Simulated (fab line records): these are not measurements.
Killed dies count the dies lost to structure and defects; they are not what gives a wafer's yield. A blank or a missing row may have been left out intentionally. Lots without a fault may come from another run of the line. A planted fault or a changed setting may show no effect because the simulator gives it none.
The tool behind it: which one? | flow n5 finfet | 10 lots with 27 wafers sampled at 6 steps, on a route of 1938 steps

WHAT THE GAUGES READ, wafer by wafer
N5_PMOS_HMC_CHANNEL_EPI_CD_MEAS_09: the cd target is 237.4 nm. Usual: cd nm 238.0 nm, standard deviation 1.4.
lot  | measured    | on        | cd nm (nm)        | flag
L960 | day 2 05:16 | cd sem-03 | 237.8 238.4 237.9 |
L964 | day 3 05:22 | cd sem-01 | 239.0 236.8       |
L965 | day 3 11:47 | cd sem-03 | 236.7 235.8       |
L967 | day 3 22:59 | cd sem-02 | 237.9 239.8       |
L972 | day 5 05:14 | cd sem-03 | 238.4 239.1 239.7 |
L973 | day 5 11:50 | cd sem-02 | 238.7 238.4 238.1 |
L974 | day 5 17:05 | cd sem-02 | 236.6 236.2 235.3 |
L977 | day 6 12:05 | cd sem-02 | 236.4 236.6 236.7 |
L979 | day 7 00:07 | cd sem-03 | 238.7 240.8 240.2 |
L981 | day 7 11:32 | cd sem-02 | 238.4 236.8 237.1 |

N5_PMOS_HMC_CHANNEL_EPI_THK_MEAS_22. Usual: HMC_CMP_THK 54.1 nm, standard deviation 1.3.
lot  | measured    | on            | HMC_CMP_THK (nm) | flag
L960 | day 2 07:38 | film metro-02 | 54.0 53.8 54.5   |
L964 | day 3 07:45 | film metro-02 | 39.4 51.6        | OFF
L965 | day 3 14:07 | film metro-02 | 41.3 55.6        | OFF
L967 | day 4 01:20 | film metro-02 | 51.9 41.4        | OFF
L972 | day 5 07:41 | film metro-01 | 54.6 54.1 55.0   |
L973 | day 5 14:14 | film metro-01 | 54.8 54.0 54.5   |
L974 | day 5 19:46 | film metro-01 | 55.2 52.4 52.1   |
L977 | day 6 15:47 | film metro-01 | 55.3 55.1 55.2   |
L979 | day 7 02:29 | film metro-01 | 54.6 54.9 54.4   |
L981 | day 7 13:53 | film metro-02 | 57.4 52.1 54.9   |

N5_BEOL_M4_RC_MEAS_101. Usual: DIBL_N 36.4 mV/V, standard deviation 2.7; DIBL_P 36 mV/V, standard deviation 3.2; IOFF_N 0.16 nA/um, standard deviation 0.046; IOFF_P 0.21 nA/um, standard deviation 0.055; ION_N 677 uA/um, standard deviation 15; ION_P 464 uA/um, standard deviation 11; SS_N 71.5 mV/dec, standard deviation 0.79; SS_P 73.3 mV/dec, standard deviation 0.93; VT_N 250 mV, standard deviation 4.1; VT_P -251 mV, standard deviation 4.4.
lot  | measured     | on        | DIBL_N (mV/V)  | DIBL_P (mV/V) | IOFF_N (nA/um) | IOFF_P (nA/um) | ION_N (uA/um) | ION_P (uA/um) | SS_N (mV/dec)  | SS_P (mV/dec)  | VT_N (mV)   | VT_P (mV)      | flag
L960 | day 9 09:14  | prober-02 | 36.1 37.3 37.3 | 36 37 38      | 0.15 0.18 0.18 | 0.20 0.23 0.24 | 674 681 689   | 469 471 474   | 70.7 71.8 71.7 | 72.6 74.1 73.8 | 250 247 246 | -248 -250 -248 |
L964 | day 10 10:13 | prober-02 | 31.4 34.2      | 30 34         | 0.10 0.12      | 0.12 0.17      | 677 652       | 406 451       | 70.5 71.1      | 72.7 73.1      | 257 257     | -257 -257      | OFF
L965 | day 10 16:34 | prober-01 | 32.3 36.5      | 32 38         | 0.10 0.17      | 0.13 0.23      | 669 687       | 417 472       | 70.9 71.7      | 71.3 72.6      | 255 248     | -257 -250      |
L967 | day 10 20:13 | prober-01 | 38.3 39.2      | 37 39         | 0.16 0.18      | 0.23 0.24      | 686 690       | 472 427       | 71.9 71.7      | 73.2 73.9      | 251 247     | -249 -251      |
L972 | day 11 17:33 | prober-02 | 33.3 38.7 36.7 | 34 39 35      | 0.12 0.24 0.18 | 0.18 0.25 0.19 | 656 684 653   | 454 456 445   | 71.3 72.1 72.6 | 73.1 75.0 73.5 | 254 244 252 | -254 -251 -254 |
L973 | day 12 11:10 | prober-01 | 34.2 35.1 39.3 | 34 34 39      | 0.13 0.13 0.24 | 0.17 0.17 0.25 | 651 663 680   | 447 452 458   | 71.6 70.4 72.6 | 73.1 72.6 73.8 | 251 252 247 | -252 -252 -247 |
L974 | day 12 02:02 | prober-01 | 36.6 40.7 37.0 | 38 43 40      | 0.16 0.25 0.16 | 0.19 0.26 0.21 | 692 694 668   | 463 461 454   | 71.7 72.5 70.8 | 73.7 74.8 73.7 | 248 247 254 | -253 -250 -254 |
L977 | day 13 05:12 | prober-02 | 36.9 37.6 37.0 | 38 37 36      | 0.17 0.17 0.17 | 0.24 0.24 0.22 | 689 675 676   | 475 466 454   | 71.3 72.1 71.6 | 74.3 74.6 74.0 | 247 249 248 | -247 -248 -247 |
L979 | day 14 04:37 | prober-02 | 36.8 37.1 37.0 | 37 38 38      | 0.19 0.20 0.17 | 0.23 0.23 0.23 | 697 694 673   | 475 466 466   | 71.2 71.2 71.6 | 72.9 73.8 74.1 | 246 246 247 | -248 -253 -251 |
L981 | day 14 07:26 | prober-01 | 28.6 32.5 32.1 | 29 32 33      | 0.06 0.11 0.11 | 0.09 0.12 0.13 | 633 658 677   | 435 440 462   | 70.3 71.0 70.6 | 70.7 71.9 71.7 | 264 256 253 | -265 -259 -259 |

TOOL THAT RAN EACH LOT (tool first, then ch and the chambers of the sampled wafers, then the start)
lot  | N5_WELL_APT_RTA_34              | N5_PMOS_HMC_CHANNEL_EPI_FIN_RECESS_16 | N5_FIN_SAQP_DENSIFY_62
L960 | rtp anneal-01 ch 0, day 2 04:01 | rie si-06 ch 0,3, day 2 05:49         | rtp anneal-01 ch 0, day 2 08:33
L964 | rtp anneal-01 ch 0, day 3 04:02 | rie si-05 ch 0,3, day 3 05:57         | rtp anneal-01 ch 0, day 3 09:54
L965 | rtp anneal-02 ch 0, day 3 10:15 | rie si-05 ch 1,2, day 3 12:19         | rtp anneal-02 ch 0, day 3 14:56
L967 | rtp anneal-02 ch 0, day 3 21:44 | rie si-05 ch 0,1, day 3 23:33         | rtp anneal-01 ch 0, day 4 03:26
L972 | rtp anneal-01 ch 0, day 5 03:56 | rie si-06 ch 0,1,2, day 5 05:47       | rtp anneal-01 ch 0, day 5 08:31
L973 | rtp anneal-01 ch 0, day 5 10:31 | rie si-06 ch 1,2, day 5 12:23         | rtp anneal-02 ch 0, day 5 15:25
L974 | rtp anneal-01 ch 0, day 5 15:47 | rie si-04 ch 0,1,3, day 5 17:58       | rtp anneal-02 ch 0, day 5 20:36
L977 | rtp anneal-02 ch 0, day 6 10:46 | rie si-05 ch 1,2,3, day 6 13:58       | rtp anneal-01 ch 0, day 6 16:44
L979 | rtp anneal-01 ch 0, day 6 22:44 | rie si-06 ch 0,1,3, day 7 00:41       | rtp anneal-02 ch 0, day 7 03:43
L981 | rtp anneal-01 ch 0, day 7 10:12 | rie si-05 ch 0,1,3, day 7 12:05       | rtp anneal-01 ch 0, day 7 14:41
- N5_WELL_APT_RTA_34: time 10 s.
- N5_PMOS_HMC_CHANNEL_EPI_FIN_RECESS_16: chemistry HBr/Cl2, target Si, target depth 54 nm, time 18 s.
- N5_FIN_SAQP_DENSIFY_62: time 60 s.

AS READ BY THE TOOLS THEMSELVES (means over the sampled wafers that have a number; for cases with no such wafer, the mark the record gives instead)
N5_WELL_APT_RTA_34. Usual: anneal temp c max 1005.2, standard deviation 1.8; lamp power pct 13.00 %, standard deviation 0.055; lamp_zone_2_pct 13.00 %, standard deviation 0.036; wafer_temp_C_max 1003.5, standard deviation 1.1.
lot  | tool          | anneal temp c max | lamp power pct (%) | lamp_zone_2_pct (%) | wafer_temp_C_max | flag
L960 | rtp anneal-01 | 1008.1            | 12.98              | 13.03               | 1003.1           |
L964 | rtp anneal-01 | 1005.6            | 13.00              | 13.00               | 1003.5           |
L965 | rtp anneal-02 | 1002.0            | 13.02              | 12.98               | 1002.6           |
L967 | rtp anneal-02 | 1003.0            | 12.98              | 12.98               | 1004.5           |
L972 | rtp anneal-01 | 1005.5            | 12.99              | 12.97               | 1003.1           |
L973 | rtp anneal-01 | 1006.2            | 13.02              | 12.99               | 1003.4           |
L974 | rtp anneal-01 | 1005.8            | 13.05              | 12.97               | 1003.9           |
L977 | rtp anneal-02 | 1002.5            | 13.00              | 13.02               | 1003.9           |
L979 | rtp anneal-01 | 1005.6            | 13.02              | 13.00               | 1002.7           |
L981 | rtp anneal-01 | 1005.3            | 13.01              | 13.00               | 1003.6           |

N5_PMOS_HMC_CHANNEL_EPI_FIN_RECESS_16. Usual: drypump motor current A 5.68 A, standard deviation 0.29; oes product au 0.998 a.u., standard deviation 0.025; throttle valve pct 35.6 %, standard deviation 0.57.
lot  | tool      | drypump motor current A (A) | oes product au (a.u.) | throttle valve pct (%) | flag
L960 | rie si-06 | 5.79                        | 1.003                 | 35.3                   |
L964 | rie si-05 | 5.54                        | 0.978                 | 35.9                   |
L965 | rie si-05 | 5.79                        | 1.024                 | 36.2                   |
L967 | rie si-05 | 5.83                        | 0.993                 | 36.2                   |
L972 | rie si-06 | 5.83                        | 0.997                 | 35.4                   |
L973 | rie si-06 | 5.77                        | 0.986                 | 35.5                   |
L974 | rie si-04 | 5.65                        | 0.990                 | 34.8                   |
L977 | rie si-05 | 5.55                        | 1.018                 | 35.9                   |
L979 | rie si-06 | 5.88                        | 1.003                 | 35.5                   |
L981 | rie si-05 | 5.61                        | 1.013                 | 35.8                   |

N5_FIN_SAQP_DENSIFY_62. Usual: lamp power pct 9.85 %, standard deviation 0.055; lamp_zone_2_pct 9.846 %, standard deviation 0.012; wafer_temp_C_max 703.3, standard deviation 0.63.
lot  | tool          | lamp power pct (%) | lamp_zone_2_pct (%) | wafer_temp_C_max | flag
L960 | rtp anneal-01 | 9.90               | 9.857               | 703.5            |
L964 | rtp anneal-01 | 9.83               | 9.847               | 702.6            |
L965 | rtp anneal-02 | 9.89               | 9.846               | 702.9            |
L967 | rtp anneal-01 | 9.88               | 9.851               | 703.6            |
L972 | rtp anneal-01 | 9.85               | 9.856               | 703.2            |
L973 | rtp anneal-02 | 9.85               | 9.838               | 703.3            |
L974 | rtp anneal-02 | 9.87               | 9.843               | 704.1            |
L977 | rtp anneal-01 | 9.89               | 9.842               | 703.5            |
L979 | rtp anneal-02 | 9.85               | 9.850               | 703.5            |
L981 | rtp anneal-01 | 9.82               | 9.840               | 702.9            |

THE ANSWER, worked out from the rows above alone
Rule: lot off if the mean of its wafers having a number is beyond 3 standard deviations from the usual mean. Also off: a lot with no number at a reading for which 4 or more lots have one. Any other lot the step has rows for is counted as sound. Order of review: gauges by route order, followed by the tools' own readings, for which a lot's mean as printed above is used. The first step at which some lot is off is used, and at that step the reading that is off furthest; a lot without a number counts as furthest.
Off: L964, L965, L967, seen at N5_PMOS_HMC_CHANNEL_EPI_THK_MEAS_22 (HMC_CMP_THK).
If a tool, at a process step before that reading, ran all the lots that are off and no sound lot after the first of them, it fits. The gauges at N5_PMOS_HMC_CHANNEL_EPI_THK_MEAS_22 are tried like those tools. Of those tried, none fits.

WHAT HAD BEEN PUT IN BY THE SIMULATOR
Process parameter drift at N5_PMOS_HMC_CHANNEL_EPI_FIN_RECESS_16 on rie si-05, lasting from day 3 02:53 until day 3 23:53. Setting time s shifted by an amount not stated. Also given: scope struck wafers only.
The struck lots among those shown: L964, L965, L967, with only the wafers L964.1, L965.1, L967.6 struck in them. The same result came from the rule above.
